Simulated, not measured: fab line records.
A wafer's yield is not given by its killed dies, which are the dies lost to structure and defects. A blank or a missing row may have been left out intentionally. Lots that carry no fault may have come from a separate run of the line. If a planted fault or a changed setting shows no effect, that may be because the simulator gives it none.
Matching of chambers    flow n5_finfet    N5_BEOL_M6_CMP_52 on cmp-04 has 4 sister chambers
The step polishes, stops on SiCOH lowk, t overpolish 6.9 s, target thk 80 nm. 4 wafers are shown with their chamber, then 8 later ones without.

EACH WAFER AND ITS CHAMBER
wafer   chamber  motor_current_A (A)
L086.1  3        6.5
L094.3  1        7.2
L094.4  2        7.0
L095.2  0        5.4

WAFERS WITHOUT THEIR CHAMBER
wafer   motor_current_A (A)
L095.4  6.9
L095.5  5.1
L096.1  5.3
L096.3  6.7
L096.6  6.7
L097.3  5.6
L097.4  7.2
L097.6  7.1

CHAMBER TAKEN BY EACH
wafer   from the rows above           in truth
L095.4  can't be placed: 2 or 1 or 3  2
L095.5  0                             0
L096.1  0                             0
L096.3  can't be placed: 3 or 2 or 1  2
L096.6  can't be placed: 3 or 2 or 1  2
L097.3  0                             0
L097.4  can't be placed: 1 or 2       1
L097.6  can't be placed: 2 or 1       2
Correctly placed: 3 of 8. Cannot be placed on the basis of these rows: 5; the candidates contain the true chamber in 5. Placed wrongly: 0.
How it was worked out, from the rows above alone: a wafer's distance from a chamber is the root of the sum, over the readings, of the square of ((its reading less the chamber's mean) divided by the reading's scatter). If the next closest chamber is less than 2 further off than the closest, the wafer can't be placed; otherwise it belongs to the closest. A chamber's mean is the mean of its shown wafers. The scatter: with one shown wafer a chamber, the root of the mean of the squares of how far each hidden wafer lies from its nearest shown one.
